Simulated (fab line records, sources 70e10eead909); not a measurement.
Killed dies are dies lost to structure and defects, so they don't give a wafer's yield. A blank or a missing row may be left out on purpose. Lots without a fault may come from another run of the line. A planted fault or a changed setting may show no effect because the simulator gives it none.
fab line records | flow nand_harc
record lots=13 wafers=39 last_day=23
route steps=1159 shown A_STAIRCASE@583
lots that met no fault: from a run of the same line without faults
start_h: hours from the record's first day to the start of the lot's first wafer shown | wait_h: hours since the lot's step before | " the same as in the row above | L1.1+2: a row that stands for several wafers | - no value, or no start given | * or withheld: withheld | < > ~ a bound
route shown NAME@n: a module of which the file shows steps, and the number in the route of the first | usual: mean/standard deviation of fault-free wafers | same: alike in all rows | chamber/n: place in a boat | sites: the reading at each site | _std_site: their standard deviation | _edge_site: outer sites' mean less inner sites' | radius_mm: how far each site lies from the wafer's centre | mask NAME#n: copy n | behind: the tool/chamber that last shaped the wafer | hold: why the lot was held/for how many hours/how that ended | device: the transistor (n, p or np) that didn't switch | end of line: the same wafers' tests at the end of the route | a step without rows: its recipe alone | killed: dies lost to structure and defects at the first sort, not the wafer's yield | map: a wafer's dies, x killed, . not, _ none there
set.NAME: the setting as run; set.NAME@STEP: as run at that earlier step | model.NAME: the simulator's own value behind a step, which no gauge read
steps of the route over a sample of lots; a table a step, a row a wafer
services: from which hour (start_h, from the record's first day; less than 0 if before it) a tool's chamber was out of use, for how many hours, and why
## steps
# step NHARC_A_STAIRCASE_TRIM_189
# recipe time_s=211.2 o2_flow_sccm=500 ar_flow_sccm=0 bias_w=0 chemistry=O2
# usual chamber_pressure_mTorr=60.00/0.056 drypump_motor_current_A=5.8/0.46 mfc_ar_sccm=0.008/0.011 oes_product_au=1.000/0.0074 rf_vpp_V=58.0/0.84 run_length_s=232.5/0.49 showerhead_plenum_p_Torr=3.55/0.18 throttle_valve_pct=17.037/0.0086
# columns lot.wafer tool chamber start_h wait_h chamber_pressure_mTorr drypump_motor_current_A mfc_ar_sccm oes_product_au rf_hours_counter_h rf_vpp_V run_length_s showerhead_plenum_p_Torr throttle_valve_pct
L311.2 rie_diel-01 1 - - 59.99 6.1 0 0.993 39 57.5 231.3 3.68 17.030
L311.6 " 3 " " 60.00 5.6 0.007 0.993 - 58.5 231.5 3.79 17.044
L311.5 " 0 " " 59.93 5.7 0 1.013 - 59.1 233.4 3.32 17.037
L313.2 rie_diel-13 3 - - 60.06 6.2 0 0.992 52 58.0 232.6 3.33 17.043
L313.4 " 1 " " 60.04 6.2 0.007 0.996 49 59.0 232.9 3.66 17.034
L313.6 " 3 " " 59.96 6.2 0 0.995 - 57.0 232.5 3.33 17.035
L310.3 rie_diel-01 2 - - 59.97 5.7 0.026 1.001 45 57.5 232.2 3.33 17.045
L310.4 " 3 " " 60.05 5.5 0.007 1.007 44 59.8 231.4 3.78 17.041
L310.2 " 0 " " 60.00 5.7 0 1.012 42 57.6 232.9 3.32 17.040
L314.2 rie_diel-13 2 - - 60.03 6.0 0 1.008 56 58.0 232.3 3.28 17.036
L314.3 " 3 " " 59.98 6.1 0 0.995 53 56.2 232.9 3.32 17.044
L314.4 " 0 " " 60.00 4.7 0 1.013 56 59.6 232.9 3.72 17.041
L315.1 rie_diel-01 0 - - 60.08 5.7 0 1.007 44 57.4 232.9 3.32 17.024
L315.3 " 1 " " 60.14 6.1 0 0.998 45 58.4 231.8 3.67 17.032
L315.5 " 3 " " 59.96 5.6 0.007 1.009 - 57.2 231.6 3.78 17.042
L316.2 rie_diel-12 1 - - 59.98 5.8 0.034 0.999 21 57.6 232.0 3.33 17.040
L316.3 " 3 " " 59.95 6.2 0 1.003 24 58.1 233.0 3.68 17.048
L316.6 " 1 " " 59.99 5.8 0.034 0.995 - 57.8 232.1 3.33 17.024
L317.1 rie_diel-12 1 - - 59.99 5.8 0.034 0.997 23 57.9 232.2 3.33 17.037
L317.3 " 2 " " 60.07 5.6 0.012 0.995 23 57.5 232.4 3.50 17.016
L317.5 " 1 " " 59.94 5.8 0.034 0.997 - 58.0 232.4 3.33 17.037
L318.4 rie_diel-01 0 - - 60.07 5.7 0 1.024 49 56.9 233.2 3.32 17.019
L318.1 " 1 " " 60.05 6.1 0 1.007 50 59.6 231.7 3.67 17.029
L318.5 " 1 " " 60.04 6.1 0 1.003 - 59.3 231.8 3.67 17.036
L319.1 rie_diel-12 2 - - 59.98 5.6 0.012 0.991 27 58.5 232.2 3.50 17.028
L319.5 " 3 " " 60.12 6.2 0 0.999 - 58.4 232.6 3.68 17.040
L319.6 " 0 " " 60.06 6.1 0.020 1.000 - 58.0 232.2 3.54 17.047
L324.3 rie_diel-13 0 - - 60.06 4.8 0 1.007 14 57.7 232.7 3.71 17.059
L324.2 " 1 " " 60.01 6.2 0.007 0.987 15 59.2 232.8 3.65 17.027
L324.1 " 3 " " 59.96 6.2 0 0.982 16 57.8 232.7 3.31 17.045
L325.3 rie_diel-01 0 - - 59.98 5.7 0 1.003 3 56.7 233.6 3.31 17.037
L325.1 " 1 " " 59.91 6.1 0 0.995 3 58.2 231.4 3.66 17.053
L325.6 " 0 " " 60.00 5.7 0 1.011 - 58.4 233.3 3.31 17.044
L331.3 rie_diel-13 1 - - 60.08 6.2 0.007 1.006 29 56.8 233.2 3.64 17.027
L331.2 " 2 " " 59.91 6.0 0 1.008 31 59.3 232.5 3.79 17.044
L331.6 " 0 " " 59.89 4.7 0 1.001 - 58.3 232.7 3.70 17.039
L332.2 rie_diel-13 3 - - 59.91 6.1 0 1.006 31 58.5 232.5 3.31 17.030
L332.3 " 0 " " 60.04 4.7 0 0.998 29 57.8 232.9 3.70 17.031
L332.1 " 2 " " 59.97 6.0 0 1.004 32 58.5 232.1 3.79 17.048
# step NHARC_A_STAIRCASE_ETCH_190
# recipe target_depth_a=1000 time_s=40.5 ion_energy_ev=400 c4f8_flow_sccm=20 o2_flow_sccm=10 ar_flow_sccm=withheld rf_w=600 bias_w=1000 chemistry=C4F8/O2
# usual chamber_pressure_mTorr=24.999/0.024 oes_product_au=0.940/0.0087 rf_vpp_V=897/6.5
# columns lot.wafer tool chamber start_h wait_h chamber_pressure_mTorr oes_product_au rf_hours_counter_h rf_vpp_V
L311.2 rie_diel-01 1 - - 24.972 0.943 39 901
L311.5 " 2 " " 25.036 0.947 - 887
L311.6 " 3 " " 24.972 0.953 - 906
L313.2 rie_diel-13 2 - - 25.035 0.945 54 886
L313.4 " 1 " " 25.007 0.949 49 900
L313.6 " 2 " " 25.028 0.939 - 884
L310.2 rie_diel-01 1 - - 25.002 0.952 43 901
L310.3 " 2 " " 25.014 0.946 45 888
L310.4 " 3 " " 24.972 0.939 44 903
L314.3 rie_diel-13 3 - - 25.017 0.936 54 890
L314.2 " 0 " " 25.014 0.946 56 901
L314.4 " 2 " " 25.007 0.934 57 886
L315.1 rie_diel-01 2 - - 24.954 0.953 48 888
L315.3 " 1 " " 25.011 0.952 45 900
L315.5 " 2 " " 24.983 0.951 - 888
L316.3 rie_diel-12 1 - - 24.986 0.934 21 889
L316.2 " 3 " " 24.982 0.932 24 902
L316.6 " 0 " " 25.029 0.929 - 896
L317.1 rie_diel-12 0 - - 25.024 0.953 26 896
L317.3 " 2 " " 24.981 0.937 24 896
L317.5 " 1 " " 25.006 0.932 - 889
L318.4 rie_diel-01 0 - - 24.980 0.943 49 887
L318.1 " 1 " " 25.000 0.942 50 901
L318.5 " 3 " " 24.976 0.948 - 905
L319.1 rie_diel-12 0 - - 24.988 0.950 32 897
L319.6 " 2 " " 25.029 0.945 - 895
L319.5 " 3 " " 25.031 0.948 - 902
L324.1 rie_diel-13 2 - - 24.977 0.942 17 906
L324.2 " 3 " " 24.989 0.931 16 888
L324.3 " 0 " " 25.007 0.936 14 902
L325.3 rie_diel-01 0 - - 24.982 0.939 3 887
L325.1 " 1 " " 24.967 0.926 3 901
L325.6 " 3 " " 24.968 0.933 - 905
L331.3 rie_diel-13 3 - - 25.019 0.930 30 890
L331.2 " 0 " " 24.976 0.938 27 902
L331.6 " 3 " " 24.946 0.941 - 889
L332.3 rie_diel-13 0 - - 25.027 0.933 29 902
L332.2 " 2 " " 25.005 0.944 32 905
L332.1 " 3 " " 24.964 0.933 31 888
# step NHARC_A_STAIRCASE_TRIM_196
# recipe time_s=211.2 o2_flow_sccm=500 ar_flow_sccm=0 bias_w=0 chemistry=O2
# usual chamber_pressure_mTorr=59.99/0.054 drypump_motor_current_A=5.8/0.4 mfc_ar_sccm=0.010/0.012 oes_product_au=0.998/0.0066 rf_vpp_V=57.8/0.93 run_length_s=232.4/0.5 showerhead_plenum_p_Torr=3.54/0.18 throttle_valve_pct=17.036/0.0092
# columns lot.wafer tool chamber start_h wait_h chamber_pressure_mTorr drypump_motor_current_A mfc_ar_sccm oes_product_au rf_hours_counter_h rf_vpp_V run_length_s showerhead_plenum_p_Torr throttle_valve_pct
L311.2 rie_diel-01 2 254.17 0.1 60.04 5.7 0.026 1.000 41 57.4 232.5 3.34 17.033
L311.5 " 2 " " 59.95 5.7 0.026 0.999 - 56.5 232.5 3.34 17.040
L311.6 " 3 " " 60.04 5.6 0.007 1.003 - 57.7 231.5 3.78 17.037
L313.4 rie_diel-13 0 260.90 0.1 59.98 4.8 0 1.003 54 57.5 232.7 3.72 17.032
L313.2 " 2 " " 59.96 6.0 0 1.004 55 57.4 232.4 3.28 17.046
L313.6 " 3 " " 59.98 6.2 0 0.991 - 56.6 232.8 3.33 17.024
L310.3 rie_diel-01 0 262.80 0.1 59.95 5.7 0 0.994 42 57.3 233.5 3.32 17.029
L310.2 " 1 " " 59.98 6.1 0 0.998 43 56.5 231.4 3.67 17.038
L310.4 " 2 " " 59.88 5.7 0.026 0.994 45 59.2 233.0 3.33 17.043
L314.2 rie_diel-13 3 264.88 0.1 59.97 6.2 0 0.983 54 58.9 232.6 3.32 17.042
L314.3 " 1 " " 60.00 6.2 0.007 0.993 52 58.3 232.5 3.66 17.027
L314.4 " 2 " " 60.01 6.0 0 1.012 57 58.2 232.3 3.28 17.029
L315.3 rie_diel-12 2 270.00 0.1 59.94 5.6 0.012 0.999 20 59.2 232.1 3.50 17.030
L315.1 " 3 " " 60.03 6.2 0 1.002 22 59.4 233.1 3.69 17.039
L315.5 " 2 " " 59.96 5.6 0.012 0.988 - 56.3 232.4 3.50 17.024
L316.2 rie_diel-12 3 276.84 0.1 59.84 6.2 0 0.997 25 59.0 232.9 3.68 17.030
L316.3 " 1 " " 59.96 5.8 0.034 0.987 22 57.2 232.3 3.33 17.020
L316.6 " 0 " " 60.10 6.2 0.020 0.999 - 56.5 232.7 3.54 17.016
L317.3 rie_diel-01 3 281.14 0.1 60.07 5.6 0.007 1.002 53 59.4 231.6 3.78 17.031
L317.1 " 0 " " 59.99 5.7 0 1.002 49 57.2 233.6 3.32 17.019
L317.5 " 1 " " 60.01 6.1 0 1.001 - 58.0 231.5 3.67 17.024
L318.1 rie_diel-01 2 281.63 0.1 59.95 5.7 0.026 1.000 55 57.8 232.3 3.33 17.028
L318.4 " 0 " " 60.10 5.7 0 1.003 50 58.2 232.9 3.31 17.049
L318.5 " 2 " " 59.95 5.7 0.026 1.001 - 57.1 232.8 3.33 17.033
L319.1 rie_diel-01 1 302.66 0.2 60.00 6.1 0 0.994 58 57.4 232.2 3.66 17.046
L319.5 " 2 " " 59.93 5.7 0.026 0.986 - 57.3 232.7 3.33 17.039
L319.6 " 3 " " 59.87 5.6 0.007 0.995 - 58.8 231.5 3.77 17.035
L324.1 rie_diel-13 3 326.22 0.1 60.00 6.2 0 0.982 17 56.3 232.6 3.31 17.029
L324.2 " 1 " " 60.06 6.2 0.007 0.989 16 58.2 232.4 3.64 17.035
L324.3 " 2 " " 59.94 6.0 0 1.001 18 57.6 232.6 3.80 17.031
L325.1 rie_diel-01 2 331.11 0.1 60.00 5.7 0.026 1.003 4 56.2 301.9 3.32 17.035
L325.3 " 1 " " 60.00 6.1 0 1.002 3 57.4 231.8 3.66 17.050
L325.6 " 2 " " 60.03 5.7 0.026 0.992 - 56.4 232.6 3.32 17.029
L331.2 rie_diel-12 3 361.11 0.1 60.04 6.2 0 0.999 55 58.5 233.0 3.67 17.038
L331.3 " 1 " " 60.11 5.8 0.034 1.004 51 56.0 232.4 3.32 17.039
L331.6 " 2 " " 60.03 5.6 0.012 1.002 - 56.2 232.3 3.49 17.038
L332.1 rie_diel-13 0 364.07 0.1 60.03 4.7 0 1.002 29 57.3 232.7 3.70 17.041
L332.3 " 1 " " 60.02 6.2 0.007 0.998 31 57.4 232.3 3.64 17.038
L332.2 " 2 " " 59.95 6.0 0 1.006 33 58.7 232.2 3.79 17.024
# step NHARC_A_STAIRCASE_TRIM_198
# recipe time_s=211.2 o2_flow_sccm=500 ar_flow_sccm=0 bias_w=0 chemistry=O2
# usual chamber_pressure_mTorr=60.00/0.056 drypump_motor_current_A=5.8/0.37 mfc_ar_sccm=0.010/0.012 oes_product_au=1.000/0.0074 rf_vpp_V=57.8/0.82 run_length_s=232.3/0.52 showerhead_plenum_p_Torr=3.53/0.18 throttle_valve_pct=17.038/0.01
# columns lot.wafer tool chamber start_h wait_h chamber_pressure_mTorr drypump_motor_current_A mfc_ar_sccm oes_product_au rf_hours_counter_h rf_vpp_V run_length_s showerhead_plenum_p_Torr throttle_valve_pct
L311.2 rie_diel-01 0 - - 60.04 5.8 0 1.006 38 57.9 232.9 3.32 17.047
L311.5 " 3 " " 60.03 5.6 0.007 1.005 - 56.9 231.3 3.78 17.032
L311.6 " 0 " " 60.08 5.7 0 1.001 - 57.8 233.5 3.32 17.041
L313.2 rie_diel-13 1 - - 60.03 6.2 0.007 1.003 50 56.7 232.5 3.66 17.026
L313.4 " 2 " " 60.07 6.0 0 1.005 55 57.6 232.0 3.28 17.047
L313.6 " 1 " " 59.95 6.2 0.007 0.997 - 56.3 232.3 3.66 17.008
L310.3 rie_diel-01 0 - - 60.05 5.7 0 1.012 42 57.8 233.4 3.32 17.047
L310.2 " 1 " " 60.03 6.1 0 1.018 43 57.8 231.6 3.67 17.044
L310.4 " 2 " " 59.86 5.7 0.026 1.006 46 58.7 232.8 3.34 17.029
L314.4 rie_diel-13 0 - - 60.06 4.7 0 1.007 57 57.9 232.8 3.72 17.045
L314.3 " 1 " " 59.93 6.2 0.007 1.010 52 58.8 232.3 3.66 17.036
L314.2 " 2 " " 59.90 6.0 0 1.007 57 57.1 232.1 3.28 17.053
L315.1 rie_diel-12 1 - - 60.01 5.8 0.034 0.998 20 58.5 232.1 3.34 17.045
L315.3 " 2 " " 59.91 5.6 0.012 1.002 20 58.4 232.1 3.50 17.041
L315.5 " 0 " " 59.97 6.1 0.020 1.003 - 57.8 232.0 3.54 17.058
L316.2 rie_diel-12 1 - - 59.98 5.8 0.034 0.999 22 57.3 232.3 3.33 17.054
L316.3 " 3 " " 59.94 6.2 0 0.998 25 57.2 232.7 3.68 17.045
L316.6 " 1 " " 59.95 5.8 0.034 0.999 - 57.3 232.3 3.33 17.037
L317.1 rie_diel-01 2 - - 60.00 5.7 0.026 1.004 54 57.2 232.3 3.33 17.047
L317.3 " 0 " " 59.99 5.7 0 1.024 50 58.4 233.0 3.31 17.042
L317.5 " 2 " " 60.01 5.7 0.026 1.003 - 57.9 232.5 3.33 17.037
L318.4 rie_diel-01 2 - - 60.03 5.7 0.026 0.997 55 57.9 232.3 3.33 17.043
L318.1 " 1 " " 60.04 6.1 0 1.002 51 57.4 231.5 3.67 17.023
L318.5 " 3 " " 59.95 5.5 0.007 1.000 - 59.1 231.3 3.78 17.051
L319.1 rie_diel-01 3 - - 59.96 5.6 0.007 0.993 60 59.4 231.4 3.77 17.030
L319.6 " 1 " " 60.12 6.1 0 1.005 - 58.5 231.5 3.66 17.028
L319.5 " 2 " " 59.93 5.7 0.026 0.999 - 56.2 232.5 3.33 17.031
L324.2 rie_diel-13 2 - - 60.07 6.0 0 1.004 18 57.4 232.3 3.80 17.021
L324.3 " 3 " " 59.95 6.2 0 1.003 18 58.0 232.6 3.31 17.028
L324.1 " 0 " " 60.07 4.7 0 1.001 15 59.5 232.8 3.70 17.042
L325.3 rie_diel-01 0 - - 60.00 5.7 0 1.002 3 58.1 233.0 3.31 17.031
L325.1 " 1 " " 60.09 6.1 0 0.996 3 57.4 231.4 3.66 17.019
L325.6 " 3 " " 60.08 5.6 0.007 1.005 - 57.1 231.4 3.77 17.047
L331.3 rie_diel-12 1 - - 59.91 5.8 0.034 1.006 51 56.8 232.1 3.32 17.040
L331.2 " 3 " " 60.00 6.2 0 0.994 55 56.9 232.7 3.67 17.044
L331.6 " 2 " " 59.95 5.6 0.012 1.001 - 58.2 232.2 3.49 17.037
L332.1 rie_diel-13 0 - - 60.12 4.7 0 1.003 30 57.8 232.6 3.70 17.033
L332.2 " 1 " " 60.00 6.2 0.007 1.002 31 58.7 232.5 3.64 17.028
L332.3 " 3 " " 59.97 6.2 0 0.997 32 57.4 232.6 3.31 17.040
## services
# columns tool chamber start_h hours kind
rie_diel-01 0 244.82 - clean
rie_diel-01 1 244.82 - clean
rie_diel-01 2 244.82 - clean
rie_diel-01 3 244.82 - clean
rie_diel-01 0 269.37 - clean
rie_diel-01 1 269.37 - clean
rie_diel-01 2 269.37 - clean
rie_diel-01 3 269.37 - clean
rie_diel-13 - 276.21 9.0 pm
rie_diel-01 0 293.87 - clean
rie_diel-01 1 293.87 - clean
rie_diel-01 2 293.87 - clean
rie_diel-01 3 293.87 - clean
rie_diel-12 2 310.57 12.3 repair
rie_diel-01 0 314.82 9.0 vent_cycle
rie_diel-01 1 314.82 9.0 vent_cycle
rie_diel-01 3 314.82 9.0 vent_cycle
rie_diel-01 - 316.05 0.7 repair
rie_diel-01 0 323.82 - clean
rie_diel-01 1 323.82 - clean
rie_diel-01 2 323.82 - clean
rie_diel-01 3 323.82 - clean
rie_diel-01 0 348.33 - clean
rie_diel-01 1 348.33 - clean
## key
first_sign step=NHARC_A_STAIRCASE_TRIM_196 reading=run_length_s direction=up sigmas=99+ usual=* struck=*
effect none on later readings
met_at NHARC_A_STAIRCASE_TRIM_196
struck_lots L325
struck_wafers L325.1
sort_left_out L325.1
tester_left_out L325
not_acting_at NHARC_A_STAIRCASE_TRIM_189,NHARC_A_STAIRCASE_ETCH_190,NHARC_A_STAIRCASE_TRIM_198
onset_between 302.66 331.11
fault kind=process_parameter_drift tool=rie_diel-01 chamber=- onset_h=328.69 steps=NHARC_A_STAIRCASE_TRIM_196 channel=time_s offset=* shape=step end_h=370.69 scope=struck_wafers_only acts_in=* stated=*
# tester_left_out: of these lots the tester's yield and bins aren't shown, on N5 and GAA mostly nor the transistor test; their killed dies are dies lost to structure and defects alone, not to doping, threshold or leakage, so they don't give the yield
# sort_left_out: the simulated sort isn't trusted on such a fault, so these wafers' sort isn't shown, and their yield isn't known
